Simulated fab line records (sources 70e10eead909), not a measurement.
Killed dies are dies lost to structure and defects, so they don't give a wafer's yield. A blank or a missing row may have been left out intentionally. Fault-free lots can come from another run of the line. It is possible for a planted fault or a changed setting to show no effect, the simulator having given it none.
8D (eight disciplines) problem report, filled in by code || flow nand-harc || the parts of the form that need people (team, actions taken, sign-off) are left out

1. THE PROBLEM
sort_bin_2_pct at NHARC_END_SORT_01 reads a mean of 8.6 % on 2 wafers of 2 lots; wafers without a fault read 2.8 % with a standard deviation of 1.1. That is +5.3 standard deviations from the usual mean.
First observed at day 33 04:17: wafer L484.1, on prober-02. The record has a number at this step for 13 wafers belonging to 5 lots. The rule behind "out" and "out of limits": a value lying over 4 standard deviations away from the usual mean. All remaining wafers that have a number are taken as sound.

2. WHAT IT IS; WHAT IT IS NOT
{"question": "which readings at this step", "is": "sort_bin_2_pct, defect-limited-yield, killed-at-array, killed-dies, sort-n-pass, sort-yield-pct", "is not": "killed-at-periphery, killed-open, killed-short, sort-rim-yield-pct"}
{"question": "which lots", "is": "L483, L484", "is not": "L470, L471, L485"}
{"question": "which wafers of those lots", "is": "L483.3, L484.1", "is not": "L484.3, L484.6"}
{"question": "read on which gauges", "is": "prober-01, prober-02", "is not": "-"}
{"question": "when", "is": "from day 33 04:17", "is not": "up to then (6 sound wafers); but 5 sound wafers of L484, L485 came after"}

3. THE SUSPECTS, EACH WITH WHAT RULES IT OUT
Counting: any tool at a process step up to the reading remains a suspect provided it ran every lot that is out. Sound lots after the first of them don't rule it out here, since some wafers of a struck lot are sound.
- the gauge at NHARC_END_SORT_01 is ruled out. The wafers that are out were read on 2 gauges (prober-01, prober-02).
- pvd-sputter-03 at NHARC_A_M0_PVD_21 (deposits Cu, target thk 30 nm, time 20.49 s): kept. It ran every lot that is out, first L483 (day 31 08:40).
- rtp-anneal-01 at NHARC_A_M0_ANNEAL_30 (time 90 s): kept. It processed each lot that is out (first: L483, day 31 09:12); up to then, its last sound lot is L471 (day 28 05:29).
The count leaves rtp-anneal-01 at NHARC_A_M0_ANNEAL_30 and pvd-sputter-03 at NHARC_A_M0_PVD_21.

4. THE CAUSE (what the simulator had put in)
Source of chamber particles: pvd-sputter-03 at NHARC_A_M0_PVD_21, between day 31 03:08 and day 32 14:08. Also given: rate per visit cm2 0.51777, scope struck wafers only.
Of the 2 suspects that counting leaves, this tool is one.

5. SEQUENCE OF EFFECTS, ordered by route
One row per reading whose mean, taken over the struck wafers that have a number, lies over 3 standard deviations from the usual. Scope: only readings with a usual standard deviation given in the record; hours: median across lots of the time from each lot's start at the first step in this table that gives one to its start at this step; sigmas: change in usual standard deviations.
{"hours": 0, "step": "NHARC_END_SORT_01", "reading": "defect-limited-yield", "usual": "91.8 %", "on struck wafers": 81.0, "change": -10.8, "sigmas": -4.3}
{"hours": 0, "step": "NHARC_END_SORT_01", "reading": "killed-at-array", "usual": 51, "on struck wafers": 125, "change": "+74", "sigmas": "+4.4"}
{"hours": 0, "step": "NHARC_END_SORT_01", "reading": "killed-dies", "usual": 56, "on struck wafers": 129, "change": "+73", "sigmas": "+4.3"}
{"hours": 0, "step": "NHARC_END_SORT_01", "reading": "sort_bin_2_pct", "usual": "2.8 %", "on struck wafers": 8.6, "change": "+5.8", "sigmas": "+5.3"}
{"hours": 0, "step": "NHARC_END_SORT_01", "reading": "sort_bin_3_pct", "usual": "0.6 %", "on struck wafers": 2.0, "change": "+1.4", "sigmas": "+4.1"}
{"hours": 0, "step": "NHARC_END_SORT_01", "reading": "sort-n-pass", "usual": 621, "on struck wafers": 548, "change": -73, "sigmas": -4.3}
{"hours": 0, "step": "NHARC_END_SORT_01", "reading": "sort-yield-pct", "usual": "91.8 %", "on struck wafers": 81.0, "change": -10.8, "sigmas": -4.3}

6. HOW IT WOULD HAVE BEEN CAUGHT EARLIER
Counted from the fault's start at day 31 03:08, it took 49 hours until the first out-of-limits reading at a measuring or inspecting step in this record, taken at day 33 04:17.
No tool reading at NHARC_A_M0_PVD_21 that has a usual standard deviation in the record was out on any struck wafer, so an alarm limit of 4 standard deviations on those readings would not have fired.
All the lots that are out (2) had begun NHARC_A_M0_PVD_21 on pvd-sputter-03 by day 33 04:17. Had the tool been put on hold then, not one of them would have been saved.
